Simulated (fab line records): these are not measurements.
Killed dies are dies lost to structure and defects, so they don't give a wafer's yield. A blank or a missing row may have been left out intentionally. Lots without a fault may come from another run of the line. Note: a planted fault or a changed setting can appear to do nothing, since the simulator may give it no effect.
Which of the tools did it?	flow n5 finfet	9 lots with 27 wafers sampled at 4 steps, on a route of 1938 steps

## WHAT THE GAUGES SHOWED, per wafer
N5_BEOL_M15_INSPECT_30: inspects for defects (macro). Usual: raw defect count 2, standard deviation 1.5.
lot	measured	on	raw defect count	flag
L309	day 11 11:36	defect inspect-02	2 2 2	
L310	day 11 16:04	defect inspect-01	0 1 1	
L311	day 11 17:05	defect inspect-02	0 2 3	
L320	day 14 01:40	defect inspect-01	0 267 2	OFF
L321	day 14 07:03	defect inspect-01	4 2 256	OFF
L327	day 15 20:23	defect inspect-02	2 0 6	
L326	day 16 02:39	defect inspect-01	5 1 3	
L329	day 16 15:56	defect inspect-01	3 0 4	
L331	day 17 18:56	defect inspect-01	0 3 0	

## WHAT TOOL EACH LOT RAN ON (gives the tool, then ch and the chambers of the sampled wafers, and finally the start)
lot	N5_BEOL_M15_VIA_ETCH_16	N5_BEOL_M15_STRIP_63	N5_BEOL_M15_ETCH_57
L309	rie diel-03 ch 0,1,3, day 11 10:07	rie diel-03 ch 0,1,3, day 11 10:00	rie diel-03 ch 0,1,3, day 11 10:39
L310	rie diel-03 ch 1,2,3, day 11 14:28	rie diel-03 ch 1,2,3, day 11 14:00	rie diel-04 ch 1,3, day 11 15:07
L311	rie diel-04 ch 1,2, day 11 15:41	rie diel-04 ch 1,2, day 11 15:00	rie diel-01 ch 0,1,2, day 11 16:16
L320	rie diel-04 ch 0,2,3, day 14 00:15	rie diel-04 ch 0,2,3, day 14 00:00	rie diel-04 ch 1,2, day 14 00:50
L321	rie diel-04 ch 1,2,3, day 14 05:25	rie diel-04 ch 1,2,3, day 14 05:00	rie diel-03 ch 0,2,3, day 14 06:05
L327	rie diel-03 ch 0,3, day 15 19:03	rie diel-03 ch 0,3, day 15 19:00	rie diel-01 ch 1,3, day 15 19:34
L326	rie diel-01 ch 0,2, day 16 01:11	rie diel-01 ch 0,2, day 16 01:00	rie diel-01 ch 2,3, day 16 01:42
L329	rie diel-01 ch 1,3, day 16 14:36	rie diel-01 ch 1,3, day 16 14:00	rie diel-04 ch 0,3, day 16 15:07
L331	rie diel-01 ch 0,1,3, day 17 17:35	rie diel-01 ch 0,1,3, day 17 17:00	rie diel-04 ch 1,3, day 17 18:06
- N5_BEOL_M15_VIA_ETCH_16: etches SiO2 in C4F8/O2/Ar, target depth 1792.2 nm.
- N5_BEOL_M15_STRIP_63: strips in O2.
- N5_BEOL_M15_ETCH_57: etches SOC in N2/H2, time 750 s.

## WHAT THE TOOLS THEMSELVES READ (means of the sampled wafers that have a number; where no wafer has one, the mark that the record gives instead)
N5_BEOL_M15_VIA_ETCH_16. Usual: drypump motor current A 5.5 A, standard deviation 0.42; he outer torr 29.99 Torr, standard deviation 0.068; oes product au 0.75 a.u., standard deviation 0.057; rf vpp V 2228 V, standard deviation 17; showerhead plenum p Torr 3.48 Torr, standard deviation 0.12; throttle valve pct 30.89 %, standard deviation 0.21.
lot	tool	drypump motor current A (A)	he outer torr (Torr)	oes product au (a.u.)	rf vpp V (V)	showerhead plenum p Torr (Torr)	throttle valve pct (%)	flag
L309	rie diel-03	5.3	29.95	0.79	2220	3.49	30.99	
L310	rie diel-03	5.3	30.01	0.74	2213	3.47	31.07	
L311	rie diel-04	5.7	30.04	0.65	2224	3.46	30.91	
L320	rie diel-04	6.0	30.02	0.76	2228	3.43	30.87	
L321	rie diel-04	6.0	29.96	0.73	2217	3.37	30.79	
L327	rie diel-03	4.9	30.01	0.74	2221	3.43	31.07	
L326	rie diel-01	5.2	30.00	0.74	2225	3.53	30.98	
L329	rie diel-01	5.6	30.01	0.72	2247	3.51	30.75	
L331	rie diel-01	5.5	30.02	0.71	2241	3.54	30.79	

N5_BEOL_M15_STRIP_63. Usual: drypump motor current A 5.5 A, standard deviation 0.42; oes product au 0.83 a.u., standard deviation 0.064; rf vpp V 3.7 V, standard deviation 0.69; showerhead plenum p Torr 2.12 Torr, standard deviation 0.08; throttle valve pct 16.63 %, standard deviation 0.19.
lot	tool	drypump motor current A (A)	oes product au (a.u.)	rf vpp V (V)	showerhead plenum p Torr (Torr)	throttle valve pct (%)	flag
L309	rie diel-03	5.3	0.87	4.4	2.13	16.66	
L310	rie diel-03	5.4	0.82	3.8	2.12	16.80	
L311	rie diel-04	5.7	0.72	4.7	2.12	16.81	
L320	rie diel-04	6.0	0.84	2.6	2.09	16.62	
L321	rie diel-04	6.0	0.80	3.7	2.05	16.62	
L327	rie diel-03	4.9	0.81	3.8	2.09	16.81	
L326	rie diel-01	5.2	0.83	4.3	2.16	16.64	
L329	rie diel-01	5.6	0.80	3.9	2.14	16.57	
L331	rie diel-01	5.5	0.79	3.7	2.17	16.62	

N5_BEOL_M15_ETCH_57. Usual: drypump motor current A 5.6 A, standard deviation 0.44; oes product au 0.83 a.u., standard deviation 0.067; rf vpp V 524.7 V, standard deviation 2.8; showerhead plenum p Torr 2.57 Torr, standard deviation 0.096; throttle valve pct 17.71 %, standard deviation 0.19.
lot	tool	drypump motor current A (A)	oes product au (a.u.)	rf vpp V (V)	showerhead plenum p Torr (Torr)	throttle valve pct (%)	flag
L309	rie diel-03	5.3	0.87	525.1	2.59	17.75	
L310	rie diel-04	6.0	0.77	521.2	2.45	17.64	
L311	rie diel-01	5.5	0.87	525.8	2.63	17.58	
L320	rie diel-04	5.8	0.89	524.6	2.55	17.55	
L321	rie diel-03	5.1	0.83	525.6	2.61	17.89	
L327	rie diel-01	5.6	0.81	525.2	2.60	17.62	
L326	rie diel-01	5.4	0.82	523.9	2.54	17.73	
L329	rie diel-04	6.3	0.92	527.6	2.67	17.51	
L331	rie diel-04	6.2	0.86	525.8	2.62	17.52	

## THE ANSWER, worked out from the rows above alone
Rule: lot off if the mean of its wafers having a number is beyond 3 standard deviations from the usual mean. A lot without any number at a reading at which 4 lots or more have one is off too. Where the step has rows for the other lots, those lots are counted as sound. First the gauges in route order, then the tools' own readings, where a lot's mean is used as printed above. The first step at which some lot is off is used, and at that step the reading that is off furthest; a lot without a number counts as furthest.
Off at N5_BEOL_M15_INSPECT_30 (raw defect count): L320, L321.
A tool fits if, at a process step before that reading, it ran every lot that is off, and no sound lot after the first of them. Those tools and the gauges at N5_BEOL_M15_INSPECT_30 are tried in the same way. One candidate fits, namely rie diel-04 at N5_BEOL_M15_VIA_ETCH_16 and N5_BEOL_M15_STRIP_63. At N5_BEOL_M15_VIA_ETCH_16 its last sound lot is L311 (day 11 15:41), its first lot that is off L320 (day 14 00:15): a fault that began between those two fits.

## WHAT THE SIMULATOR PUT IN
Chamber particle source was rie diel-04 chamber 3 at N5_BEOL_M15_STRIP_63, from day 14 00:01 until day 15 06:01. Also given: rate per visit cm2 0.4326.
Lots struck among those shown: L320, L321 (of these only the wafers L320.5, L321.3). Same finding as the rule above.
